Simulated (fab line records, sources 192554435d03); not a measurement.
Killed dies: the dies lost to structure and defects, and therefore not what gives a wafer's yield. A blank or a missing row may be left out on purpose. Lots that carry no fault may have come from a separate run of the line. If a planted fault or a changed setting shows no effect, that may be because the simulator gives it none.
Split-lot experiment || flow n5-finfet || 7 lots, 39 wafers read, on a route of 1938 steps

## SPLIT DETAILS
At N5_BEOL_M1_ILD_DEP_00 (deposits SiOC from DEMS/O2, target thk 79 nm, time 15.3 s), the setting time-s was moved away from the recipe's 15.3 s on 12 of the 39 wafers read, by -23.7% to +29.5%. All remaining wafers had this setting at the recipe value.

Between the split and the reading, the file records no step.

## THE READING
M1_ILD_THK, in nm, at N5_BEOL_M1_THK_MEAS_01. On this fab line, fault-free wafers typically give 79.6 nm with a standard deviation of 0.96 nm.

{"wafer": "L080.1", "tool, chamber at the split": "pecvd-01, 2", "time-s as run, s": 11.68, "against the recipe": "-23.7%", "M1_ILD_THK, nm": 60.7, "against lot-mates on the recipe": -19.5}
{"wafer": "L080.2", "tool, chamber at the split": "pecvd-01, 1", "time-s as run, s": 11.68, "against the recipe": "-23.7%", "M1_ILD_THK, nm": 61.6, "against lot-mates on the recipe": -18.6}
{"wafer": "L080.3", "tool, chamber at the split": "pecvd-01, 1", "time-s as run, s": 11.68, "against the recipe": "-23.7%", "M1_ILD_THK, nm": 62.2, "against lot-mates on the recipe": -18.0}
{"wafer": "L080.4", "tool, chamber at the split": "pecvd-01, 2", "time-s as run, s": 15.3, "against the recipe": "recipe", "M1_ILD_THK, nm": 80.9, "against lot-mates on the recipe": "-"}
{"wafer": "L080.5", "tool, chamber at the split": "pecvd-01, 1", "time-s as run, s": 15.3, "against the recipe": "recipe", "M1_ILD_THK, nm": 79.6, "against lot-mates on the recipe": "-"}
{"wafer": "L080.6", "tool, chamber at the split": "pecvd-01, 2", "time-s as run, s": 15.3, "against the recipe": "recipe", "M1_ILD_THK, nm": 80.1, "against lot-mates on the recipe": "-"}
{"wafer": "L082.1", "tool, chamber at the split": "pecvd-02, 2", "time-s as run, s": 15.3, "against the recipe": "recipe", "M1_ILD_THK, nm": 79.5, "against lot-mates on the recipe": "-"}
{"wafer": "L082.2", "tool, chamber at the split": "pecvd-02, 1", "time-s as run, s": 15.3, "against the recipe": "recipe", "M1_ILD_THK, nm": 80.3, "against lot-mates on the recipe": "-"}
{"wafer": "L082.3", "tool, chamber at the split": "pecvd-02, 0", "time-s as run, s": 15.3, "against the recipe": "recipe", "M1_ILD_THK, nm": 80.4, "against lot-mates on the recipe": "-"}
{"wafer": "L082.4", "tool, chamber at the split": "pecvd-02, 0", "time-s as run, s": 15.3, "against the recipe": "recipe", "M1_ILD_THK, nm": 80.8, "against lot-mates on the recipe": "-"}
{"wafer": "L082.5", "tool, chamber at the split": "pecvd-02, 2", "time-s as run, s": 15.3, "against the recipe": "recipe", "M1_ILD_THK, nm": 81.0, "against lot-mates on the recipe": "-"}
{"wafer": "L082.6", "tool, chamber at the split": "pecvd-02, 1", "time-s as run, s": 15.3, "against the recipe": "recipe", "M1_ILD_THK, nm": 81.5, "against lot-mates on the recipe": "-"}
{"wafer": "L083.1", "tool, chamber at the split": "pecvd-03, 1", "time-s as run, s": 18.63, "against the recipe": "+21.8%", "M1_ILD_THK, nm": 96.0, "against lot-mates on the recipe": "+16.3"}
{"wafer": "L083.2", "tool, chamber at the split": "pecvd-03, 0", "time-s as run, s": 18.63, "against the recipe": "+21.8%", "M1_ILD_THK, nm": 95.2, "against lot-mates on the recipe": "+15.5"}
{"wafer": "L083.3", "tool, chamber at the split": "pecvd-03, 2", "time-s as run, s": 15.3, "against the recipe": "recipe", "M1_ILD_THK, nm": 78.8, "against lot-mates on the recipe": "-"}
{"wafer": "L083.4", "tool, chamber at the split": "pecvd-03, 0", "time-s as run, s": 15.3, "against the recipe": "recipe", "M1_ILD_THK, nm": 80.5, "against lot-mates on the recipe": "-"}
{"wafer": "L083.5", "tool, chamber at the split": "pecvd-03, 1", "time-s as run, s": 18.63, "against the recipe": "+21.8%", "M1_ILD_THK, nm": 98.2, "against lot-mates on the recipe": "+18.5"}
{"wafer": "L083.6", "tool, chamber at the split": "pecvd-03, 2", "time-s as run, s": 15.3, "against the recipe": "recipe", "M1_ILD_THK, nm": 79.9, "against lot-mates on the recipe": "-"}
{"wafer": "L086.2", "tool, chamber at the split": "pecvd-01, 1", "time-s as run, s": 15.3, "against the recipe": "recipe", "M1_ILD_THK, nm": 77.3, "against lot-mates on the recipe": "-"}
{"wafer": "L086.5", "tool, chamber at the split": "pecvd-01, 1", "time-s as run, s": 15.3, "against the recipe": "recipe", "M1_ILD_THK, nm": 78.3, "against lot-mates on the recipe": "-"}
{"wafer": "L086.6", "tool, chamber at the split": "pecvd-01, 0", "time-s as run, s": 15.3, "against the recipe": "recipe", "M1_ILD_THK, nm": 77.9, "against lot-mates on the recipe": "-"}
{"wafer": "L091.1", "tool, chamber at the split": "pecvd-02, 0", "time-s as run, s": 15.3, "against the recipe": "recipe", "M1_ILD_THK, nm": 80.2, "against lot-mates on the recipe": "-"}
{"wafer": "L091.2", "tool, chamber at the split": "pecvd-02, 2", "time-s as run, s": 15.3, "against the recipe": "recipe", "M1_ILD_THK, nm": 78.9, "against lot-mates on the recipe": "-"}
{"wafer": "L091.3", "tool, chamber at the split": "pecvd-02, 1", "time-s as run, s": 15.3, "against the recipe": "recipe", "M1_ILD_THK, nm": 80.0, "against lot-mates on the recipe": "-"}
{"wafer": "L091.4", "tool, chamber at the split": "pecvd-02, 0", "time-s as run, s": 15.3, "against the recipe": "recipe", "M1_ILD_THK, nm": 81.3, "against lot-mates on the recipe": "-"}
{"wafer": "L091.5", "tool, chamber at the split": "pecvd-02, 2,1", "time-s as run, s": 15.3, "against the recipe": "recipe", "M1_ILD_THK, nm": 80.9, "against lot-mates on the recipe": "-"}
{"wafer": "L091.6", "tool, chamber at the split": "pecvd-02, 2,1", "time-s as run, s": 15.3, "against the recipe": "recipe", "M1_ILD_THK, nm": 80.9, "against lot-mates on the recipe": "-"}
{"wafer": "L092.1", "tool, chamber at the split": "pecvd-01, 1", "time-s as run, s": 19.81, "against the recipe": "+29.5%", "M1_ILD_THK, nm": 101.2, "against lot-mates on the recipe": "+22.0"}
{"wafer": "L092.2", "tool, chamber at the split": "pecvd-01, 0", "time-s as run, s": 15.3, "against the recipe": "recipe", "M1_ILD_THK, nm": 78.0, "against lot-mates on the recipe": "-"}
{"wafer": "L092.3", "tool, chamber at the split": "pecvd-01, 2", "time-s as run, s": 19.81, "against the recipe": "+29.5%", "M1_ILD_THK, nm": 100.7, "against lot-mates on the recipe": "+21.5"}
{"wafer": "L092.4", "tool, chamber at the split": "pecvd-01, 2", "time-s as run, s": 15.3, "against the recipe": "recipe", "M1_ILD_THK, nm": 80.0, "against lot-mates on the recipe": "-"}
{"wafer": "L092.5", "tool, chamber at the split": "pecvd-01, 1", "time-s as run, s": 19.81, "against the recipe": "+29.5%", "M1_ILD_THK, nm": 102.6, "against lot-mates on the recipe": "+23.4"}
{"wafer": "L092.6", "tool, chamber at the split": "pecvd-01, 0", "time-s as run, s": 15.3, "against the recipe": "recipe", "M1_ILD_THK, nm": 79.7, "against lot-mates on the recipe": "-"}
{"wafer": "L095.1", "tool, chamber at the split": "pecvd-03, 2", "time-s as run, s": 18.13, "against the recipe": "+18.5%", "M1_ILD_THK, nm": 93.4, "against lot-mates on the recipe": "+12.8"}
{"wafer": "L095.2", "tool, chamber at the split": "pecvd-03, 1", "time-s as run, s": 18.13, "against the recipe": "+18.5%", "M1_ILD_THK, nm": 92.8, "against lot-mates on the recipe": "+12.2"}
{"wafer": "L095.3", "tool, chamber at the split": "pecvd-03, 0", "time-s as run, s": 18.13, "against the recipe": "+18.5%", "M1_ILD_THK, nm": 93.1, "against lot-mates on the recipe": "+12.5"}
{"wafer": "L095.4", "tool, chamber at the split": "pecvd-03, 0", "time-s as run, s": 15.3, "against the recipe": "recipe", "M1_ILD_THK, nm": 81.2, "against lot-mates on the recipe": "-"}
{"wafer": "L095.5", "tool, chamber at the split": "pecvd-03, 2", "time-s as run, s": 15.3, "against the recipe": "recipe", "M1_ILD_THK, nm": 80.0, "against lot-mates on the recipe": "-"}
{"wafer": "L095.6", "tool, chamber at the split": "pecvd-03, 1", "time-s as run, s": 15.3, "against the recipe": "recipe", "M1_ILD_THK, nm": 80.5, "against lot-mates on the recipe": "-"}
Where a row lists several chambers, the file gives one row for several wafers and doesn't say which wafer went through which chamber.

THE FIT
A straight line over all 39 wafers: M1_ILD_THK changes by +0.749 nm for each +1% of time-s; r = +0.99; the points scatter about the line by 1.1 nm.
The same after taking each lot's own level away (the mean of its wafers on the recipe; 39 wafers): +0.758 nm for each +1%; r = +1.00; scatter 0.86 nm.
That fit puts the effect of the largest move of time-s on the reading at 22 nm.
From 77.83 to 80.58 nm: that is the span of the lots' own levels, equal to 2.9 times the standard deviation above.
The two slopes are in agreement: the lot-to-lot level therefore moves the slope only a little.
Check: for one of the wafers moved furthest among these (+29.5%), held out of the fit, the line's prediction against its lot-mates is +22.2 nm. Against them it came out at +22 nm.

## ADDITIONAL SPLITS CARRIED BY THESE WAFERS
Note: prior to the reading, these wafers also went through further splits. Each is held against what the fit with the lots' levels taken away leaves over:
{"other split on the same wafers": "N5_FIN_SAQP_PECVD_06 time-s", "wafers away from the commonest value": 15, "r with M1_ILD_THK (lot level and that fit taken away)": -0.04}
{"other split on the same wafers": "N5_ILD0_ALD_15 ald-cycles", "wafers away from the commonest value": 9, "r with M1_ILD_THK (lot level and that fit taken away)": -0.09}
{"other split on the same wafers": "N5_HKMG_FIN_HK_ALD_01 ald-cycles", "wafers away from the commonest value": 6, "r with M1_ILD_THK (lot level and that fit taken away)": -0.16}

## THE WHOLE CHAIN: every reading that the file lists as answering this split, in the file's order
{"step": "N5_BEOL_M1_ILD_DEP_00", "what it does": "deposits SiOC from DEMS/O2, target thk 79 nm, time 15.3 s", "reading": "SiOC_of_BEOL_M1_ILD_DEP_00.thk-nm (the simulator's own value, which no gauge read)", "change (the file's fit)": "+0.754 nm for each +1% of the setting", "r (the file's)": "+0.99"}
{"step": "N5_BEOL_M1_THK_MEAS_01", "what it does": "", "reading": "M1_ILD_THK", "change (the file's fit)": "+0.755 for each +1% of the setting", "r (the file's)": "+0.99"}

## FILE'S OWN FIT
M1_ILD_THK changes by +0.755 nm for each +1% of time-s, r = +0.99.
